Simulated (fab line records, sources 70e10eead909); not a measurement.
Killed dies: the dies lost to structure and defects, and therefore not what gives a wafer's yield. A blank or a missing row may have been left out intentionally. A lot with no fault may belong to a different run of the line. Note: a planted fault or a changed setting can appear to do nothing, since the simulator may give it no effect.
8D (eight disciplines) problem report, filled in by code ; flow nand_harc ; the parts of the form that need people (team, actions taken, sign-off) are left out

## 1. THE ISSUE
Mean of killed_at_array at NHARC_END_SORT_01: 638 across 3 wafers in 2 lots; on wafers with no fault it is 25 (standard deviation 10). Measured from the usual mean, that is +61 standard deviations.
The first sign was on wafer L179.4 at day 23 06:47, on prober-02. Wafers with a number at this step in the record: 3, from 2 lots. By rule, "out" or "out of limits" means more than 4 standard deviations away from the usual mean. All remaining wafers that have a number are taken as sound.

## 2. WHAT IT IS; WHAT IT IS NOT
question;is;is not
which readings at this step;killed_at_array, killed_dies;killed_at_other, killed_at_periphery, killed_open
which lots;L179, L184;-
which wafers of those lots;all that have a number;-
read on which gauges;prober-01, prober-02;-
when;from day 23 06:47;up to then (0 sound wafers)

## 3. WHAT RULES OUT EACH SUSPECT
Counting: a tool stays on the suspect list if, at a process step up to the reading, it processed all lots that are out and no sound lot following the first of them.
- the gauge at NHARC_END_SORT_01 has been ruled out. Those wafers that are out were read across 2 gauges (prober-01, prober-02).
- rie_diel-11 at NHARC_A_STAIRCASE_DESCUM_252 (chemistry O2, time 3 s): kept. It ran every lot that is out, first L179 (day 15 06:46), and no sound lot after that.
- rie_diel-11 at NHARC_A_STAIRCASE_ETCH_253 (etches the open film in C4F8/O2, target depth 50 nm, time 20.2 s): kept. It ran every lot that is out, first L179 (day 15 06:50), and no sound lot after that. Its own oes_product_au readings are out on those wafers.
- plasma_asher-01 at NHARC_A_STAIRCASE_STRIP_254 (strips in O2): kept. It ran every lot that is out, first L179 (day 15 06:56), and no sound lot after that.
Still standing after the count: rie_diel-11 at NHARC_A_STAIRCASE_DESCUM_252, rie_diel-11 at NHARC_A_STAIRCASE_ETCH_253, plasma_asher-01 at NHARC_A_STAIRCASE_STRIP_254.

## 4. THE CAUSE (what the simulator had put in)
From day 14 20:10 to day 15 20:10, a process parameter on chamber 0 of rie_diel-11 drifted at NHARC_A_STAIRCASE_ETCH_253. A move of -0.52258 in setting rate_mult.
Of the 3 suspects that counting leaves, this tool is one.

## 5. SEQUENCE OF EFFECTS, ordered by route
Each row: a reading whose mean over the struck wafers that have a number lies more than 3 standard deviations from the usual. Only readings whose record carries a usual standard deviation are examined. hours: median over the lots of the time between each lot's start at the first step of this table that gives one and its start at this step. sigmas: the change, counted in usual standard deviations.
hours;step;reading;usual;on struck wafers;change;sigmas
0;NHARC_A_STAIRCASE_ETCH_253;oes_product_au;0.949 a.u.;0.654;-0.295;-13
192;NHARC_END_SORT_01;killed_at_array;25;638;+613;+61
192;NHARC_END_SORT_01;killed_dies;29;640;+611;+61
Process steps it contains:
- NHARC_A_STAIRCASE_ETCH_253: etches the open film in C4F8/O2, target depth 50 nm, time 20.2 s.

## 6. HOW IT WOULD HAVE BEEN CAUGHT EARLIER
Counted from the fault's start at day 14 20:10, it took 203 hours until the first out-of-limits reading at a measuring or inspecting step in this record, taken at day 23 06:47.
At NHARC_A_STAIRCASE_ETCH_253, the tool's own readings (oes_product_au) were out on each struck wafer the step has a row for, so an alarm limit on them would have fired on the first such wafer.
Lots out: 2; all had begun NHARC_A_STAIRCASE_ETCH_253 on rie_diel-11 by day 23 06:47. A hold on the tool at that time would have spared none of them.
